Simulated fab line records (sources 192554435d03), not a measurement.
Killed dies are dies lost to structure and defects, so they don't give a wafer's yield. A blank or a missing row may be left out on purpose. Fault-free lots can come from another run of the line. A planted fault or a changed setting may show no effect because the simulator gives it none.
fab line records    flow n5-finfet
record: lots: 10  wafers: 24  last-day: 17
route steps=1938 shown MOL_CONTACT_COAG@530 BEOL_M4@1111
lots with no fault: from the same line, run without faults
start-h: start of the lot's first displayed wafer, in hours after the record's first day    wait-h: hours from the lot's prior step to this one    " repeats the value in the row above    L1.1+2: a single row standing in for several wafers    - no value, or no start given    * or withheld: withheld    < > ~ a bound
route shown NAME@n: a module of which the file shows steps, and the number in the route of the first    usual: the fault-free wafers' mean and standard deviation    same: alike in all rows    chamber/n: place in a boat    sites: the reading at each site    _std_site: the standard deviation of these    _edge_site: the outer-site mean with the inner-site mean subtracted    radius-mm: for every site, how far away it sits from the centre of the wafer    mask NAME#n: copy n    behind: tool/chamber where the wafer was last shaped    hold: the reason the lot was held/the length of the hold in hours/how it ended    device: the n, p or np transistor that did not switch    end of line: the same wafers' tests at the end of the route    step lacking rows: just its recipe    killed: dies that structure and defects cost at the first sort, which is not the same as the wafer's yield    map: shows each die of a wafer: x if killed, . if not, _ if none is there
set.NAME: setting as actually run; set.NAME@STEP: the setting as run at that earlier step    model.NAME: the simulator's own value behind a step, which no gauge read
a sample of lots followed through the steps of the route, with each step as a table and each wafer as a row
services: from which hour (start-h, from the record's first day; less than 0 if before it) a tool's chamber was out of use, for how many hours, and why
== steps ==
step: N5_MOL_CONTACT_COAG_ETCH_59
recipe: chemistry: N2/H2  target: underlayer  target-depth-a: 130  mask-material: CAR-EUV  time-s: 10.4  ion-energy-ev: 200  pressure-mtorr: 30  source-w: 840  bias-w: 150  n2-flow-sccm: 200  h2-flow-sccm: 200  ends: cleared
usual: chamber-pressure-mTorr: 30.00/0.031  drypump-motor-current-A: 5.7/0.32  etch-rf-on-time-s: 10.40/0.18  oes-product-au: 0.69/0.073  rf-vpp-V: 524.5/2.4  showerhead-plenum-p-Torr: 2.57/0.087  throttle-valve-pct: 17.9/0.32
lot.wafer  tool         chamber  start-h  wait-h  chamber-pressure-mTorr  drypump-motor-current-A  etch-rf-on-time-s  oes-product-au  rf-hours-counter-h  rf-vpp-V  showerhead-plenum-p-Torr  throttle-valve-pct
L885.1     rie-diel-01  2        116.20   0.0     30.04                   5.8                      10.34              0.64            163                 526.4     2.65                      18.1
L885.5     "            1        "        "       30.02                   5.5                      10.12              0.72            -                   524.0     2.57                      17.4
L885.6     "            2        "        "       30.01                   5.8                      10.23              0.64            -                   527.2     2.66                      18.1
L887.2     rie-diel-03  1        125.24   0.0     30.03                   5.8                      10.39              0.81            14                  528.2     2.70                      17.4
L887.4     "            0        "        "       30.05                   6.0                      10.29              0.62            202                 527.6     2.62                      18.2
L887.6     "            2        "        "       30.00                   5.6                      10.29              0.71            -                   525.4     2.68                      17.9
L889.1     rie-diel-01  0        132.55   0.0     30.00                   5.5                      10.33              0.79            14                  521.0     2.50                      18.2
L889.2     "            2        "        "       29.97                   5.8                      10.36              0.63            169                 527.7     2.65                      18.1
L889.5     "            0        "        "       29.96                   5.5                      10.43              0.78            -                   522.1     2.50                      18.2
L890.2     rie-diel-03  1        137.41   0.0     29.99                   5.8                      10.62              0.78            19                  528.9     2.70                      17.4
L890.4     "            3        "        "       30.02                   5.1                      10.72              0.60            206                 521.9     2.41                      18.0
L890.5     "            1        "        "       30.04                   5.8                      10.62              0.77            -                   528.2     2.70                      17.4
L891.1     rie-diel-01  1        146.13   0.0     30.02                   5.5                      10.14              0.71            95                  524.7     2.57                      17.5
L891.2     "            0        "        "       29.95                   5.5                      10.32              0.77            20                  522.2     2.50                      18.2
L891.5     "            0        "        "       30.02                   5.5                      10.28              0.77            -                   522.3     2.50                      18.2
L892.1     rie-diel-01  1        150.84   0.0     30.01                   5.5                      10.24              0.71            98                  523.0     2.57                      17.5
L892.4     "            0        "        "       29.99                   5.5                      10.45              0.77            -                   522.5     2.50                      18.2
L892.5     "            2        "        "       30.01                   5.9                      10.40              0.62            -                   526.1     2.65                      18.2
L893.2     rie-diel-01  1        157.84   0.0     30.01                   5.5                      10.23              0.71            101                 524.2     2.56                      17.5
L893.5     "            1        "        "       29.98                   5.5                      10.18              0.70            -                   524.2     2.56                      17.5
L893.6     "            0        "        "       29.96                   5.5                      10.35              0.77            -                   522.3     2.50                      18.2
L900.2     rie-diel-03  2        199.71   0.0     29.94                   5.6                      10.60              0.68            113                 526.7     2.67                      17.9
L901.6     rie-diel-03  2        205.78   0.0     30.02                   5.7                      10.62              0.67            -                   527.0     2.67                      17.9
L902.1     rie-diel-03  2        208.75   0.0     30.05                   5.7                      10.44              0.68            115                 528.6     2.66                      17.9
step: N5_MOL_CONTACT_COAG_ETCH_106
recipe: chemistry: N2/H2  target: SOC  target-depth-a: 800  overetch-a: 160  mask-material: SiARC  temp-c: 40  time-s: 120  ion-energy-ev: 200  pressure-mtorr: 30  source-w: 840  bias-w: 150  n2-flow-sccm: 200  h2-flow-sccm: 200
usual: chamber-pressure-mTorr: 30.001/0.028  drypump-motor-current-A: 5.7/0.32  oes-product-au: 0.72/0.073  rf-vpp-V: 524.5/2.6  run-length-s: 143.4/0.64  showerhead-plenum-p-Torr: 2.57/0.087  throttle-valve-pct: 17.9/0.32
lot.wafer  tool         chamber  start-h  wait-h  chamber-pressure-mTorr  drypump-motor-current-A  oes-product-au  rf-hours-counter-h  rf-vpp-V  run-length-s  showerhead-plenum-p-Torr  throttle-valve-pct
L885.1     rie-diel-01  2        116.25   0.0     30.000                  5.9                      0.67            163                 528.5     142.8         2.65                      18.1
L885.5     "            1        "        "       30.034                  5.5                      0.74            -                   524.3     143.0         2.57                      17.4
L885.6     "            2        "        "       29.988                  5.8                      0.67            -                   528.6     142.7         2.65                      18.1
L887.2     rie-diel-03  1        125.29   0.0     30.007                  5.8                      0.84            14                  530.3     144.1         2.70                      17.4
L887.4     "            0        "        "       29.974                  6.0                      0.65            202                 526.1     143.3         2.62                      18.2
L887.6     "            2        "        "       29.976                  5.6                      0.73            -                   527.5     143.2         2.68                      17.8
L889.1     rie-diel-01  0        132.60   0.0     30.007                  5.5                      0.83            14                  521.0     144.3         2.50                      18.2
L889.2     "            2        "        "       29.965                  5.9                      0.66            169                 526.7     143.1         2.65                      18.1
L889.5     "            0        "        "       29.987                  5.5                      0.82            -                   523.2     144.0         2.50                      18.2
L890.2     rie-diel-03  1        137.46   0.0     30.034                  5.8                      0.82            19                  528.1     144.4         2.70                      17.4
L890.4     "            3        "        "       29.997                  5.1                      0.64            206                 519.8     143.4         2.41                      18.0
L890.5     "            1        "        "       29.971                  5.8                      0.82            -                   528.2     144.4         2.70                      17.4
L891.1     rie-diel-01  1        146.18   0.0     29.988                  5.6                      0.73            95                  524.6     143.3         2.57                      17.4
L891.2     "            0        "        "       30.045                  5.5                      0.81            20                  523.6     144.3         2.50                      18.2
L891.5     "            0        "        "       30.011                  5.5                      0.81            -                   523.2     144.1         2.50                      18.2
L892.1     rie-diel-01  1        150.89   0.0     29.996                  5.5                      0.73            98                  525.7     143.2         2.56                      17.4
L892.4     "            0        "        "       30.037                  5.5                      0.80            -                   522.0     144.1         2.50                      18.2
L892.5     "            2        "        "       30.011                  5.9                      0.66            -                   526.5     142.8         2.65                      18.1
L893.2     rie-diel-01  1        157.89   0.0     30.006                  5.5                      0.73            101                 524.4     143.2         2.56                      17.5
L893.5     "            1        "        "       29.994                  5.5                      0.73            -                   525.1     142.7         2.56                      17.4
L893.6     "            0        "        "       29.976                  5.5                      0.80            -                   522.0     144.7         2.50                      18.2
L900.2     rie-diel-03  2        199.76   0.0     30.006                  5.7                      0.71            113                 527.9     142.6         2.67                      17.9
L901.6     rie-diel-03  2        205.86   0.0     30.031                  5.6                      0.71            -                   527.7     142.8         2.66                      17.9
L902.1     rie-diel-03  2        208.80   0.0     30.028                  5.7                      0.72            115                 529.5     142.8         2.66                      17.9
step: N5_MOL_CONTACT_COAG_CONTACT_ETCH_14
recipe: chemistry: C4F6/O2  target: SiO2  target-depth-a: 275  overetch-a: 85  mask-material: SOC  pressure-mtorr: 30  source-w: 370  bias-w: 185  Ar_flow_sccm: 300  C4F6_flow_sccm: 16  O2_flow_sccm: 10  time-s: 20  ion-energy-ev: 259.6
usual: chamber-pressure-mTorr: 29.998/0.027  drypump-motor-current-A: 5.7/0.32  oes-product-au: 0.69/0.069  rf-vpp-V: 693/3.4  run-length-s: 43.4/0.63  showerhead-plenum-p-Torr: 2.91/0.093  throttle-valve-pct: 21.31/0.29
lot.wafer  tool         chamber  start-h  wait-h  chamber-pressure-mTorr  drypump-motor-current-A  oes-product-au  rf-hours-counter-h  rf-vpp-V  run-length-s  showerhead-plenum-p-Torr  throttle-valve-pct
L885.1     rie-diel-01  2        116.35   0.0     30.012                  5.9                      0.63            163                 695       42.7          2.99                      21.42
L885.5     "            1        "        "       29.976                  5.5                      0.71            -                   693       42.8          2.91                      20.86
L885.6     "            2        "        "       30.015                  5.9                      0.64            -                   696       42.8          2.99                      21.44
L887.2     rie-diel-03  1        125.39   0.0     30.002                  5.8                      0.79            14                  699       44.5          3.06                      20.95
L887.4     "            0        "        "       30.022                  6.0                      0.62            202                 696       43.1          2.97                      21.56
L887.6     "            2        "        "       29.973                  5.7                      0.70            -                   697       42.7          3.02                      21.38
L889.1     rie-diel-01  0        132.70   0.0     30.019                  5.4                      0.79            14                  691       44.5          2.84                      21.59
L889.2     "            2        "        "       30.001                  5.8                      0.63            169                 697       42.6          2.99                      21.42
L889.5     "            0        "        "       30.009                  5.5                      0.79            -                   690       44.2          2.84                      21.60
L890.2     rie-diel-03  1        137.56   0.0     30.007                  5.8                      0.79            19                  698       44.2          3.06                      20.95
L890.4     "            3        "        "       30.037                  5.1                      0.62            206                 687       43.1          2.75                      21.47
L890.5     "            1        "        "       30.013                  5.8                      0.79            -                   698       44.1          3.06                      20.95
L891.1     rie-diel-01  1        146.28   0.0     29.971                  5.5                      0.70            95                  694       43.0          2.91                      20.88
L891.2     "            0        "        "       30.034                  5.5                      0.76            20                  691       44.4          2.83                      21.61
L891.5     "            0        "        "       30.038                  5.5                      0.78            -                   689       44.2          2.83                      21.59
L892.1     rie-diel-01  1        150.99   0.0     29.989                  5.5                      0.70            98                  693       42.8          2.91                      20.88
L892.4     "            0        "        "       29.976                  5.4                      0.76            -                   690       44.4          2.83                      21.60
L892.5     "            2        "        "       30.006                  5.9                      0.63            -                   697       42.5          2.98                      21.47
L893.2     rie-diel-01  1        157.99   0.0     30.003                  5.5                      0.70            101                 694       43.0          2.90                      20.87
L893.5     "            1        "        "       29.966                  5.5                      0.69            -                   693       43.4          2.90                      20.88
L893.6     "            0        "        "       29.960                  5.5                      0.76            -                   689       44.2          2.83                      21.61
L900.2     rie-diel-03  2        199.86   0.0     30.049                  5.6                      0.68            113                 697       42.6          3.01                      21.42
L901.6     rie-diel-03  2        205.93   0.0     29.986                  5.6                      0.75            -                   699       40.6          3.01                      21.45
L902.1     rie-diel-03  2        208.90   0.0     29.968                  5.7                      0.74            115                 698       40.4          3.01                      21.45
step: N5_MOL_CONTACT_COAG_CD_MEAS_99
recipe: target-cd-nm: 17.2  polarity: opening
usual: cd-nm: 17.2/0.32
lot.wafer  tool       chamber  start-h  wait-h  cd-nm
L885.1     cd-sem-02  -        116.57   -       17.4
L885.5     "          -        "        "       17.6
L885.6     "          -        "        "       17.3
L887.2     cd-sem-01  -        125.60   -       17.0
L887.4     "          -        "        "       17.3
L887.6     "          -        "        "       16.5
L889.1     cd-sem-02  -        132.91   -       17.3
L889.2     "          -        "        "       16.8
L889.5     "          -        "        "       17.1
L890.2     cd-sem-01  -        137.78   -       17.3
L890.4     "          -        "        "       17.1
L890.5     "          -        "        "       17.6
L891.1     cd-sem-02  -        146.49   -       17.4
L891.2     "          -        "        "       17.4
L891.5     "          -        "        "       16.5
L892.1     cd-sem-01  -        151.21   -       17.5
L892.4     "          -        "        "       17.0
L892.5     "          -        "        "       17.5
L893.2     cd-sem-01  -        158.21   -       17.2
L893.5     "          -        "        "       17.3
L893.6     "          -        "        "       16.8
L900.2     cd-sem-01  -        200.08   -       16.9
L901.6     cd-sem-01  -        206.14   -       16.8
L902.1     cd-sem-01  -        209.12   -       16.9
step: N5_BEOL_M4_RC_MEAS_101
usual: DIBL_N: 36.3/1.2  DIBL_P: 36.3/1.4  IOFF_N: 0.157/0.02  IOFF_P: 0.22/0.033  ION_N: 675/9.6  ION_P: 465/8.2  SS_N: 71.4/0.45  SS_P: 73.3/0.54  VT_N: 249.8/2.5  VT_P: -249/3.2
lot.wafer  tool       chamber  start-h  wait-h  DIBL_N[mV/V]  DIBL_P[mV/V]  IOFF_N[nA/um]  IOFF_P[nA/um]  ION_N[uA/um]  ION_P[uA/um]  SS_N[mV/dec]  SS_P[mV/dec]  VT_N[mV]  VT_P[mV]
L885.1     prober-01  0        215.64   0.0     36.5          35.2          0.145          0.20           677           465           71.7          73.1          253.5     -251
L885.5     "          0        "        "       37.5          37.4          0.176          0.24           690           477           71.7          73.4          246.0     -247
L885.6     "          0        "        "       36.6          34.6          0.138          0.19           674           460           71.2          73.4          252.7     -251
L887.2     prober-02  0        231.51   0.2     37.3          37.8          0.178          0.22           683           471           72.2          72.9          244.7     -250
L887.4     "          0        "        "       37.8          38.3          0.186          0.24           679           472           72.5          73.4          248.3     -250
L887.6     "          0        "        "       36.0          35.7          0.139          0.19           670           463           71.3          72.7          251.5     -252
L891.1     prober-01  0        232.27   0.4     34.2          35.7          0.151          0.23           686           468           71.2          72.6          248.1     -247
L891.2     "          0        "        "       34.5          36.1          0.159          0.23           670           470           71.8          72.4          245.6     -248
L891.5     "          0        "        "       35.3          37.5          0.177          0.26           692           475           71.6          72.8          247.1     -246
L889.1     prober-02  0        234.49   0.0     37.6          37.5          0.184          0.22           686           470           71.3          73.1          244.6     -247
L889.2     "          0        "        "       35.8          34.8          0.135          0.17           662           449           71.1          72.5          250.2     -251
L889.5     "          0        "        "       35.3          34.3          0.135          0.17           664           458           71.0          72.0          251.1     -251
L890.2     prober-01  0        248.07   0.2     37.8          36.3          0.164          0.23           671           462           72.0          73.7          251.0     -246
L890.4     "          0        "        "       37.8          36.7          0.176          0.25           688           474           71.1          73.4          247.2     -245
L890.5     "          0        "        "       37.6          35.7          0.170          0.23           684           472           71.6          73.5          248.2     -247
L892.1     prober-02  0        251.22   0.0     37.4          35.5          0.168          0.23           683           466           70.9          73.8          249.0     -249
L892.4     "          0        "        "       36.9          35.0          0.162          0.21           680           466           71.2          73.2          248.9     -247
L892.5     "          0        "        "       37.3          35.6          0.174          0.23           682           465           71.6          73.8          250.0     -247
L893.2     prober-01  0        263.83   0.2     37.4          38.4          0.177          0.21           680           462           72.0          73.6          248.5     -253
L893.5     "          0        "        "       36.5          36.9          0.157          0.18           669           459           71.7          73.1          249.4     -253
L893.6     "          0        "        "       36.8          36.2          0.153          0.18           665           451           72.0          73.3          250.3     -254
L900.2     prober-01  0        299.91   0.2     35.5          34.6          0.132          0.16           658           449           70.8          73.6          253.1     -259
L901.6     prober-02  0        301.35   1.0     34.6          35.6          0.115          0.18           658           459           70.8          73.1          254.7     -252
L902.1     prober-02  0        308.98   0.0     38.3          38.4          0.206          0.26           675           463           72.1          74.6          247.8     -247
== services ==
tool         chamber  start-h  hours  kind
rie-diel-01  3        105.15   7.8    repair
rie-diel-01  3        137.44   -      clean
rie-diel-01  3        137.44   -      consumable-replace:focus-ring
rie-diel-01  3        137.44   23.2   scheduled-down
rie-diel-01  3        137.44   23.2   vent-cycle
rie-diel-03  1        191.39   1.3    repair
== key ==
first-sign: step: N5_MOL_CONTACT_COAG_CONTACT_ETCH_14  reading: run-length-s  direction: down  sigmas: 4.5  usual: *  struck: *
effect none on later readings
met-at N5_MOL_CONTACT_COAG_CONTACT_ETCH_14
struck-lots L901,L902
struck-wafers L901.6,L902.1
not-acting-at N5_MOL_CONTACT_COAG_ETCH_59,N5_MOL_CONTACT_COAG_ETCH_106,N5_MOL_CONTACT_COAG_CD_MEAS_99
onset-between 137.56 205.93
fault: kind: process-parameter-drift  tool: rie-diel-03  chamber: -  onset-h: 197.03  steps: N5_MOL_CONTACT_COAG_CONTACT_ETCH_14  channel: time-s  offset: *  shape: step  end-h: 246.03  scope: struck-wafers-only  acts-in: *  stated: *
